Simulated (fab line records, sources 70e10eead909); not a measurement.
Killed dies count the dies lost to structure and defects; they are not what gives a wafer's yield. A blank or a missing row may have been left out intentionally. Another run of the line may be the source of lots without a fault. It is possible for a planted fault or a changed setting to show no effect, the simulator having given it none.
Which tool did it?    flow nand harc    20 lots with 60 wafers sampled at 6 steps, on a route of 1302 steps

## WHAT THE GAUGES SHOWED, per wafer
The record lacks any reading of a measuring or inspecting step that a usual standard deviation could be used to judge.

## WHAT TOOL EACH LOT RAN ON (gives the tool, then ch and the chambers of the sampled wafers, and finally the start)
lot   NHARC_A_STAIRCASE_DESCUM_443        NHARC_A_STAIRCASE_ETCHBACK_422      NHARC_A_STAIRCASE_ETCHBACK_157      NHARC_A_SGD_CUT_ETCHBACK_24         NHARC_A_SLIT_ETCH_24                NHARC_A_SLIT_ETCH_17
L075  rie diel-06 ch 0,1,2, day 19 04:08  rie diel-01 ch 1,2, day 19 10:07    rie diel-04 ch 1,2,3, day 19 10:34  rie diel-07 ch 0,2,3, day 19 18:47  rie diel-10 ch 0,2,3, day 20 00:11  har etch-02 ch 0,1, day 20 01:46
L076  rie diel-04 ch 2,3, day 19 04:11    rie diel-01 ch 1,2, day 19 10:02    rie diel-01 ch 1,2, day 19 10:29    rie diel-08 ch 0,1,2, day 19 18:49  rie diel-13 ch 1,2, day 20 03:55    har etch-02 ch 0,1, day 20 06:47
L077  rie diel-01 ch 0,1,3, day 19 23:07  rie diel-06 ch 0,1,3, day 20 04:57  rie diel-06 ch 1,2,3, day 20 05:17  rie diel-08 ch 0,1,3, day 20 13:28  rie diel-10 ch 0,2,3, day 20 19:01  har etch-02 ch 0,1, day 20 20:11
L078  rie diel-01 ch 1,2,3, day 20 11:56  rie diel-04 ch 0,1,3, day 20 17:53  rie diel-04 ch 2,3, day 20 18:15    rie diel-08 ch 2,3, day 21 02:58    rie diel-10 ch 1,2,3, day 21 08:31  har etch-01 ch 0,1, day 21 10:17
L080  rie diel-01 ch 0,1,2, day 21 05:01  rie diel-04 ch 0,2,3, day 21 10:55  rie diel-01 ch 0,1,2, day 21 11:18  rie diel-03 ch 0,1,3, day 21 22:31  rie diel-09 ch 1,2,3, day 22 05:37  har etch-02 ch 0,1, day 22 06:47
L079  rie diel-04 ch 1,2, day 21 05:19    rie diel-04 ch 0,1, day 21 11:05    rie diel-04 ch 0,1, day 21 11:28    rie diel-08 ch 0,1,3, day 21 22:31  rie diel-10 ch 0,1,2, day 22 04:53  har etch-01 ch 0,1, day 22 07:49
L081  rie diel-01 ch 0,3, day 21 17:19    rie diel-04 ch 1,3, day 21 23:08    rie diel-04 ch 0,3, day 21 23:31    rie diel-07 ch 1,3, day 22 10:22    rie diel-09 ch 1,3, day 22 17:22    har etch-02 ch 0,1, day 22 18:32
L082  rie diel-04 ch 0,1, day 21 17:28    rie diel-01 ch 0,3, day 21 23:27    rie diel-06 ch 1,2,3, day 21 23:58  rie diel-03 ch 0,1, day 22 10:23    rie diel-10 ch 2,3, day 22 17:58    har etch-01 ch 0,1, day 22 21:30
L083  rie diel-06 ch 1,2, day 22 21:05    rie diel-06 ch 0,1,2, day 23 03:04  rie diel-06 ch 0,2,3, day 23 03:27  rie diel-08 ch 1,2, day 23 11:12    rie diel-09 ch 0,3, day 23 16:59    har etch-01 ch 0,1, day 23 18:42
L085  rie diel-04 ch 1,2,3, day 22 21:15  rie diel-06 ch 0,2,3, day 23 03:19  rie diel-06 ch 0,2,3, day 23 03:41  rie diel-07 ch 0,1, day 23 11:20    rie diel-13 ch 1,2,3, day 23 17:08  har etch-02 ch 0,1, day 23 22:22
L087  rie diel-01 ch 0,1,2, day 24 05:31  rie diel-06 ch 0,1,2, day 24 11:25  rie diel-04 ch 0,1,3, day 24 11:46  rie diel-08 ch 0,1,3, day 24 20:16  rie diel-09 ch 0,2,3, day 25 01:35  har etch-02 ch 0,1, day 25 03:22
L086  rie diel-06 ch 0,1,3, day 24 05:41  rie diel-06 ch 2,3, day 24 11:32    rie diel-04 ch 0,3, day 24 11:53    rie diel-07 ch 0,1, day 24 20:19    rie diel-10 ch 1,2,3, day 25 01:45  har etch-01 ch 0, day 25 03:32
L090  rie diel-06 ch 1,2, day 25 00:03    rie diel-04 ch 1,3, day 25 05:53    rie diel-04 ch 1,3, day 25 06:14    rie diel-08 ch 0,1,2, day 25 14:11  rie diel-10 ch 0,3, day 25 19:36    har etch-02 ch 0,1, day 25 21:22
L091  rie diel-04 ch 0,1,3, day 26 09:35  rie diel-06 ch 0,2,3, day 26 15:34  rie diel-01 ch 0,1,2, day 26 15:57  rie diel-07 ch 0,2,3, day 27 00:16  rie diel-09 ch 0,1,2, day 27 05:38  har etch-02 ch 0,1, day 27 07:39
L092  rie diel-04 ch 2,3, day 26 09:38    rie diel-06 ch 2,3, day 26 18:17    rie diel-01 ch 0,3, day 26 18:37    rie diel-08 ch 1,2, day 27 00:17    rie diel-13 ch 0,1,3, day 27 05:47  har etch-01 ch 0,1, day 27 07:33
L093  rie diel-01 ch 1,2,3, day 26 19:11  rie diel-01 ch 0,2, day 27 01:00    rie diel-01 ch 0,1,2, day 27 01:23  rie diel-08 ch 0,2,3, day 27 10:20  rie diel-10 ch 2,3, day 27 17:47    har etch-02 ch 1, day 27 19:34
L094  rie diel-01 ch 0,1, day 27 05:50    rie diel-01 ch 1,2, day 27 11:38    rie diel-06 ch 0,2,3, day 27 12:04  rie diel-08 ch 0,1,3, day 27 20:08  rie diel-10 ch 0,1,3, day 28 01:50  har etch-01 ch 0,1, day 28 04:13
L096  rie diel-06 ch 1,2, day 27 23:58    rie diel-04 ch 0,3, day 28 05:47    rie diel-04 ch 0,2, day 28 06:08    rie diel-08 ch 1,3, day 28 14:08    rie diel-09 ch 0,2,3, day 28 19:55  har etch-01 ch 0,1, day 28 22:35
L095  rie diel-04 ch 2,3, day 28 00:10    rie diel-01 ch 0,3, day 28 05:59    rie diel-01 ch 1,2,3, day 28 06:23  rie diel-07 ch 0,1, day 28 14:08    rie diel-13 ch 1,2, day 28 19:46    har etch-02 ch 0,1, day 28 21:32
L097  rie diel-06 ch 0,2,3, day 28 08:34  rie diel-01 ch 0,2, day 28 14:38    rie diel-04 ch 2,3, day 28 15:17    rie diel-08 ch 2,3, day 28 23:44    rie diel-13 ch 0,1, day 29 05:47    har etch-02 ch 0,1, day 29 07:17
- NHARC_A_STAIRCASE_DESCUM_443: chemistry O2, time 3 s.
- NHARC_A_STAIRCASE_ETCHBACK_422: etches the open film in CH3F/O2, target depth 40 nm, time 74.286 s.
- NHARC_A_STAIRCASE_ETCHBACK_157: etches the open film in CH3F/O2, target depth 90 nm, time 167.14 s.
- NHARC_A_SGD_CUT_ETCHBACK_24: etches the open film in CH3F/O2, target depth 50 nm, time 92.857 s.
- NHARC_A_SLIT_ETCH_24: etches the open film in CF4/CHF3, target depth 121 nm, time 60.5 s.
- NHARC_A_SLIT_ETCH_17: etches the open film in C4F8/O2/Ar, time 4254.5 s, target depth 20300 nm.

## AS READ BY THE TOOLS THEMSELVES (means over the sampled wafers that have a number; for cases with no such wafer, the mark the record gives instead)
NHARC_A_STAIRCASE_DESCUM_443. Usual: drypump motor current A 6.0 A, standard deviation 0.38; oes product au 1.001 a.u., standard deviation 0.0072; rf vpp V 57.9 V, standard deviation 0.92; showerhead plenum p Torr 1.94 Torr, standard deviation 0.098; throttle valve pct 11.311 %, standard deviation 0.0096.
lot   tool         drypump motor current A (A)  oes product au (a.u.)  rf vpp V (V)  showerhead plenum p Torr (Torr)  throttle valve pct (%)  flag
L075  rie diel-06  6.3                          1.003                  58.4          1.97                             11.302                  
L076  rie diel-04  5.7                          1.014                  58.7          2.03                             11.319                  
L077  rie diel-01  5.6                          0.996                  57.8          1.92                             11.303                  
L078  rie diel-01  5.8                          0.998                  57.4          1.99                             11.310                  
L080  rie diel-01  5.7                          1.004                  57.4          1.92                             11.318                  
L079  rie diel-04  6.3                          0.993                  57.4          1.92                             11.307                  
L081  rie diel-01  5.8                          0.997                  58.1          1.97                             11.313                  
L082  rie diel-04  6.2                          0.995                  57.7          1.82                             11.298                  
L083  rie diel-06  6.4                          1.003                  58.3          2.02                             11.327                  
L085  rie diel-04  6.0                          1.005                  57.6          1.95                             11.311                  
L087  rie diel-01  5.7                          0.998                  58.0          1.91                             11.307                  
L086  rie diel-06  6.3                          0.994                  57.3          1.98                             11.315                  
L090  rie diel-06  6.5                          0.994                  58.1          1.98                             11.309                  
L091  rie diel-04  6.0                          1.011                  57.6          1.89                             11.302                  
L092  rie diel-04  6.0                          1.004                  58.5          1.98                             11.308                  
L093  rie diel-01  5.8                          0.999                  58.0          1.97                             11.315                  
L094  rie diel-01  5.5                          0.999                  57.3          1.83                             11.314                  
L096  rie diel-06  6.5                          1.003                  59.0          1.97                             11.310                  
L095  rie diel-04  6.0                          1.003                  57.8          1.98                             11.315                  
L097  rie diel-06  6.3                          1.014                  56.6          1.94                             11.317                  

NHARC_A_STAIRCASE_ETCHBACK_422. Usual: drypump motor current A 6.1 A, standard deviation 0.37; oes product au 0.95 a.u., standard deviation 0.036; rf vpp V 244.9 V, standard deviation 1.7; showerhead plenum p Torr 2.50 Torr, standard deviation 0.12; throttle valve pct 20.664 %, standard deviation 0.0084.
lot   tool         drypump motor current A (A)  oes product au (a.u.)  rf vpp V (V)  showerhead plenum p Torr (Torr)  throttle valve pct (%)  flag
L075  rie diel-01  5.9                          1.01                   246.3         2.57                             20.654                  
L076  rie diel-01  5.9                          0.94                   245.9         2.57                             20.663                  
L077  rie diel-06  6.3                          0.93                   246.1         2.56                             20.674                  
L078  rie diel-04  6.0                          0.92                   244.7         2.45                             20.663                  
L080  rie diel-04  6.0                          0.93                   245.1         2.50                             20.664                  
L079  rie diel-04  6.2                          0.93                   242.4         2.34                             20.672                  
L081  rie diel-04  5.8                          0.92                   245.9         2.55                             20.663                  
L082  rie diel-01  5.8                          0.93                   245.8         2.53                             20.665                  
L083  rie diel-06  6.3                          1.01                   244.7         2.51                             20.662                  
L085  rie diel-06  6.3                          1.00                   245.1         2.50                             20.660                  
L087  rie diel-06  6.3                          0.93                   245.3         2.51                             20.670                  
L086  rie diel-06  6.4                          1.00                   246.0         2.52                             20.667                  
L090  rie diel-04  5.8                          1.00                   245.3         2.54                             20.668                  
L091  rie diel-06  6.3                          0.92                   244.4         2.49                             20.658                  
L092  rie diel-06  6.5                          0.92                   245.3         2.55                             20.673                  
L093  rie diel-01  6.0                          0.99                   246.0         2.53                             20.663                  
L094  rie diel-01  5.9                          1.00                   245.5         2.54                             20.663                  
L096  rie diel-04  6.0                          0.93                   243.1         2.41                             20.650                  
L095  rie diel-01  5.7                          0.93                   244.4         2.42                             20.657                  
L097  rie diel-01  5.8                          0.93                   244.6         2.43                             20.658                  

NHARC_A_STAIRCASE_ETCHBACK_157. Usual: drypump motor current A 6.0 A, standard deviation 0.37; oes product au 0.97 a.u., standard deviation 0.032; rf vpp V 245.0 V, standard deviation 1.8; showerhead plenum p Torr 2.49 Torr, standard deviation 0.12; throttle valve pct 20.663 %, standard deviation 0.0081.
lot   tool         drypump motor current A (A)  oes product au (a.u.)  rf vpp V (V)  showerhead plenum p Torr (Torr)  throttle valve pct (%)  flag
L075  rie diel-04  6.0                          0.93                   245.7         2.52                             20.659                  
L076  rie diel-01  5.9                          0.99                   246.2         2.57                             20.664                  
L077  rie diel-06  6.4                          0.95                   246.1         2.58                             20.663                  
L078  rie diel-04  5.7                          0.95                   245.6         2.60                             20.661                  
L080  rie diel-01  5.7                          0.92                   245.4         2.46                             20.667                  
L079  rie diel-04  6.2                          0.98                   242.9         2.34                             20.668                  
L081  rie diel-04  5.7                          0.97                   245.5         2.54                             20.664                  
L082  rie diel-06  6.5                          1.00                   246.2         2.58                             20.671                  
L083  rie diel-06  6.3                          0.99                   246.0         2.50                             20.668                  
L085  rie diel-06  6.3                          0.99                   244.7         2.50                             20.658                  
L087  rie diel-04  6.0                          1.00                   243.7         2.44                             20.660                  
L086  rie diel-04  5.7                          1.00                   245.6         2.53                             20.662                  
L090  rie diel-04  5.7                          1.00                   245.7         2.54                             20.669                  
L091  rie diel-01  5.7                          1.01                   244.5         2.45                             20.660                  
L092  rie diel-01  5.8                          0.94                   245.8         2.51                             20.666                  
L093  rie diel-01  5.7                          1.01                   243.7         2.44                             20.656                  
L094  rie diel-06  6.3                          0.93                   245.6         2.49                             20.655                  
L096  rie diel-04  6.3                          0.94                   243.3         2.43                             20.662                  
L095  rie diel-01  5.8                          0.95                   245.5         2.53                             20.667                  
L097  rie diel-04  6.0                          0.93                   245.1         2.53                             20.658                  

NHARC_A_SGD_CUT_ETCHBACK_24. Usual: drypump motor current A 5.8 A, standard deviation 0.51; oes product au 0.97 a.u., standard deviation 0.033; rf vpp V 244.1 V, standard deviation 1.6; showerhead plenum p Torr 2.44 Torr, standard deviation 0.099; throttle valve pct 20.664 %, standard deviation 0.0099.
lot   tool         drypump motor current A (A)  oes product au (a.u.)  rf vpp V (V)  showerhead plenum p Torr (Torr)  throttle valve pct (%)  flag
L075  rie diel-07  5.3                          0.92                   244.1         2.47                             20.666                  
L076  rie diel-08  6.3                          0.93                   243.1         2.36                             20.656                  
L077  rie diel-08  6.2                          0.96                   244.3         2.42                             20.663                  
L078  rie diel-08  5.6                          0.99                   245.5         2.54                             20.667                  
L080  rie diel-03  5.9                          0.94                   243.4         2.43                             20.663                  
L079  rie diel-08  6.2                          0.92                   243.4         2.42                             20.667                  
L081  rie diel-07  5.6                          0.92                   245.9         2.54                             20.666                  
L082  rie diel-03  6.2                          0.92                   243.2         2.42                             20.665                  
L083  rie diel-08  6.3                          0.99                   243.4         2.36                             20.664                  
L085  rie diel-07  5.5                          0.93                   244.3         2.44                             20.665                  
L087  rie diel-08  6.2                          0.99                   244.5         2.42                             20.660                  
L086  rie diel-07  5.6                          1.00                   244.7         2.47                             20.672                  
L090  rie diel-08  6.2                          0.95                   243.9         2.36                             20.667                  
L091  rie diel-07  5.3                          1.00                   244.0         2.46                             20.659                  
L092  rie diel-08  6.0                          1.00                   243.8         2.38                             20.666                  
L093  rie diel-08  5.9                          0.97                   244.8         2.44                             20.655                  
L094  rie diel-08  6.2                          1.00                   243.9         2.42                             20.666                  
L096  rie diel-08  6.0                          0.99                   245.4         2.50                             20.662                  
L095  rie diel-07  5.5                          1.00                   244.0         2.44                             20.674                  
L097  rie diel-08  5.6                          0.99                   245.7         2.53                             20.661                  

NHARC_A_SLIT_ETCH_24. Usual: drypump motor current A 5.7 A, standard deviation 0.46; oes product au 0.959 a.u., standard deviation 0.019; rf vpp V 370.6 V, standard deviation 2.2; showerhead plenum p Torr 1.58 Torr, standard deviation 0.064; throttle valve pct 16.803 %, standard deviation 0.0091.
lot   tool         drypump motor current A (A)  oes product au (a.u.)  rf vpp V (V)  showerhead plenum p Torr (Torr)  throttle valve pct (%)  flag
L075  rie diel-10  5.6                          0.925                  371.5         1.58                             16.798                  
L076  rie diel-13  6.0                          0.988                  371.9         1.65                             16.798                  
L077  rie diel-10  5.6                          0.965                  370.8         1.58                             16.795                  
L078  rie diel-10  5.9                          0.956                  371.7         1.59                             16.805                  
L080  rie diel-09  5.5                          0.970                  370.9         1.57                             16.806                  
L079  rie diel-10  6.0                          0.969                  369.2         1.56                             16.800                  
L081  rie diel-09  5.7                          0.976                  371.3         1.60                             16.804                  
L082  rie diel-10  6.0                          0.971                  370.0         1.56                             16.807                  
L083  rie diel-09  5.7                          0.982                  370.8         1.57                             16.811                  
L085  rie diel-13  5.7                          0.955                  371.6         1.60                             16.808                  
L087  rie diel-09  5.6                          0.979                  369.8         1.53                             16.808                  
L086  rie diel-10  5.9                          0.957                  371.1         1.59                             16.803                  
L090  rie diel-10  5.2                          0.917                  372.4         1.64                             16.799                  
L091  rie diel-09  5.6                          0.929                  369.5         1.52                             16.796                  
L092  rie diel-13  5.6                          0.943                  371.2         1.58                             16.800                  
L093  rie diel-10  5.5                          0.955                  372.1         1.62                             16.796                  
L094  rie diel-10  5.6                          0.973                  371.8         1.61                             16.810                  
L096  rie diel-09  5.6                          0.968                  369.5         1.53                             16.804                  
L095  rie diel-13  6.1                          0.976                  372.8         1.64                             16.804                  
L097  rie diel-13  5.9                          0.943                  370.6         1.60                             16.800                  

NHARC_A_SLIT_ETCH_17. Usual: drypump motor current A 5.9 A, standard deviation 0.3; showerhead plenum p Torr 3.69 Torr, standard deviation 0.13; throttle valve pct 32.047 %, standard deviation 0.0087.
lot   tool         drypump motor current A (A)  showerhead plenum p Torr (Torr)  throttle valve pct (%)  flag
L075  har etch-02  6.0                          3.76                             32.053                  
L076  har etch-02  6.0                          3.76                             32.047                  
L077  har etch-02  6.0                          3.76                             32.046                  
L078  har etch-01  5.7                          3.60                             32.040                  
L080  har etch-02  5.8                          3.82                             32.049                  
L079  har etch-01  5.6                          3.60                             32.044                  
L081  har etch-02  6.0                          3.74                             32.055                  
L082  har etch-01  5.9                          3.62                             32.046                  
L083  har etch-01  5.6                          3.58                             32.054                  
L085  har etch-02  5.8                          3.80                             32.041                  
L087  har etch-02  5.8                          3.80                             32.053                  
L086  har etch-01  6.0                          3.62                             32.047                  
L090  har etch-02  5.9                          3.79                             32.050                  
L091  har etch-02  6.0                          3.71                             32.047                  
L092  har etch-01  5.9                          3.59                             32.043                  
L093  har etch-02  5.7                          3.85                             32.045                  
L094  har etch-01  5.7                          3.55                             32.045                  
L096  har etch-01  5.7                          3.55                             32.049                  
L095  har etch-02  6.0                          3.69                             32.041                  
L097  har etch-02  5.8                          3.77                             32.043                  

## THE ANSWER, worked out from the rows above alone
Rule: a lot is off if the mean of its wafers that have a number lies more than 3 standard deviations from the usual mean. A lot without any number at a reading at which 4 lots or more have one is off too. All remaining lots with rows at the step are treated as sound. After the gauges, taken in route order, come the tools' own readings; for these a lot's mean is taken, as printed above. At the first step where some lot is off, the reading lying furthest off is the one used; lots without a number count as furthest.
No lot is off on any of the readings shown, so nothing can be concluded from this.

## WHAT THE SIMULATOR HAD INSERTED
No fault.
